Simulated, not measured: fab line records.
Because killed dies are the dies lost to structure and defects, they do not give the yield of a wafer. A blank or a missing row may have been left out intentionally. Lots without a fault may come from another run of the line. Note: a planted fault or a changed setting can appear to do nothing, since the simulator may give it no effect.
Split-lot experiment + flow n5 finfet + on a route of 1938 steps: 7 lots, 21 wafers read

## ON THE SPLIT
At N5_BEOL_M5_TRENCH_ETCH_37 (etches SiCOH lowk in C4F6/O2, target depth 71.652 nm, time 24.7 s), the setting time s was moved away from the recipe's 24.7 s on 5 of the 21 wafers read, by -21.6% to +18.9%. The other wafers ran this setting at the recipe's value.

## FROM THE SPLIT TO THE READING: what the file shows between them, 8 steps
- N5_BEOL_M5_ETCH_41: etches SiCN in CH3F/O2, target depth 31.5 nm, time 56.7 s
- N5_BEOL_M5_STRIP_91: strips in N2/H2, time 10 s
- N5_BEOL_M5_OCD_MEAS_38
- N5_BEOL_M5_SPUTTER_90: material Cu, target thk 4.5 nm, time 8.29 s (also split here: time s)
- N5_BEOL_M5_ECD_50: material Cu, target thk 300 nm
- N5_BEOL_M5_ANNEAL_51: time 90 s
- N5_BEOL_M5_PRE_CLEAN_55: time 15 s
- N5_BEOL_M5_DEP_56: deposits SiCN from 3MS/NH3, target thk 8 nm, time 14 s

## THE READING
M5_RS, in ohm/sq, at N5_BEOL_M5_RS_MEAS_57 (measures by four-point-probe). Typical for fault-free wafers on this fab line: 0.389 ohm/sq, with standard deviation 0.015 ohm/sq.

| wafer  | tool, chamber at the split | time s as run, s | against the recipe | M5_RS, ohm/sq | against lot-mates on the recipe |
|--------|----------------------------|------------------|--------------------|---------------|---------------------------------|
| L081.2 | rie diel-04, 0             | 19.37            | -21.6%             | 0.498         | +0.115                          |
| L081.3 | rie diel-04, 1             | 19.37            | -21.6%             | 0.580         | +0.197                          |
| L081.4 | rie diel-04, 2             | 24.7             | recipe             | 0.383         | -                               |
| L082.1 | rie diel-04, 3             | 24.7             | recipe             | 0.401         | -                               |
| L082.4 | rie diel-04, 1             | 24.7             | recipe             | 0.400         | -                               |
| L082.5 | rie diel-04, 3             | 24.7             | recipe             | 0.401         | -                               |
| L083.1 | rie diel-04, 0             | 24.7             | recipe             | 0.381         | -                               |
| L083.4 | rie diel-04, 1             | 24.7             | recipe             | 0.403         | -                               |
| L083.6 | rie diel-04, 0             | 24.7             | recipe             | 0.372         | -                               |
| L089.2 | rie diel-05, 0             | 28.5             | +15.4%             | 0.321         | -0.070                          |
| L089.3 | rie diel-05, 3             | 24.7             | recipe             | 0.386         | -                               |
| L089.6 | rie diel-05, 2             | 24.7             | recipe             | 0.395         | -                               |
| L092.4 | rie diel-04, 2             | 24.7             | recipe             | 0.383         | -                               |
| L092.5 | rie diel-04, 0             | 24.7             | recipe             | 0.369         | -                               |
| L092.6 | rie diel-04, 1             | 24.7             | recipe             | 0.410         | -                               |
| L094.2 | rie diel-05, 1             | 24.7             | recipe             | 0.412         | -                               |
| L094.4 | rie diel-05, 3             | 24.7             | recipe             | 0.395         | -                               |
| L094.6 | rie diel-05, 0             | 29.36            | +18.9%             | 0.315         | -0.088                          |
| L093.1 | rie diel-03, 0             | 24.7             | recipe             | 0.393         | -                               |
| L093.3 | rie diel-03, 3             | 24.7             | recipe             | 0.362         | -                               |
| L093.5 | rie diel-03, 1             | 23.12            | -6.4%              | 0.419         | +0.041                          |

THE FIT
A straight line over all 21 wafers: M5_RS changes by -0.00576 ohm/sq for each +1% of time s; r = -0.92; the points scatter about the line by 0.022 ohm/sq.
The same after taking each lot's own level away (the mean of its wafers on the recipe; 21 wafers): -0.00618 ohm/sq for each +1%; r = -0.94; scatter 0.02 ohm/sq.
That fit puts the effect of the largest move of time s on the reading at 0.13 ohm/sq.
Measured against the standard deviation above, the lots' own levels, which go from 0.3775 to 0.4035 ohm/sq, span 1.7 times it.
Hence the lot-to-lot level has little effect on the slope; both slopes agree.
Check: +0.149 ohm/sq against its lot-mates is what the line predicts for one of the wafers moved furthest among these (-21.6%) when that wafer is left out of the fit. It came out at +0.115 ohm/sq against them.

## FURTHER SPLITS ON THESE WAFERS
Other splits were also applied to these wafers ahead of the reading. Each is held against what the fit with the lots' levels taken away leaves over:
| other split on the same wafers | wafers away from the commonest value | r with M5_RS (lot level and that fit taken away) |
|--------------------------------|--------------------------------------|--------------------------------------------------|
| N5_BEOL_M5_ETCH_68 bias w      | 6                                    | -0.20                                            |
| N5_BEOL_M5_SPUTTER_90 time s   | 8                                    | -0.16                                            |

## THE WHOLE CHAIN: every reading that the file lists as answering this split, in the file's order
| step                      | what it does                                                      | reading                                                                   | change (the file's fit)               | r (the file's) |
|---------------------------|-------------------------------------------------------------------|---------------------------------------------------------------------------|---------------------------------------|----------------|
| N5_BEOL_M5_TRENCH_ETCH_37 | etches SiCOH lowk in C4F6/O2, target depth 71.652 nm, time 24.7 s | etch.depth nm (the simulator's own value, which no gauge read)            | +0.763 nm for each +1% of the setting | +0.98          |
| N5_BEOL_M5_TRENCH_ETCH_37 | etches SiCOH lowk in C4F6/O2, target depth 71.652 nm, time 24.7 s | BEOL_M5.feature depth nm (the simulator's own value, which no gauge read) | +0.765 nm for each +1% of the setting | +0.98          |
| N5_BEOL_M5_OCD_MEAS_38    |                                                                   | trench depth nm                                                           | +0.766 nm for each +1% of the setting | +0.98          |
| N5_BEOL_M5_RS_MEAS_57     | measures by four-point-probe                                      | M5_RS                                                                     | -0.00582 for each +1% of the setting  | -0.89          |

## THE FILE'S OWN FIT
M5_RS changes by -0.00582 ohm/sq for each +1% of time s, r = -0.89.
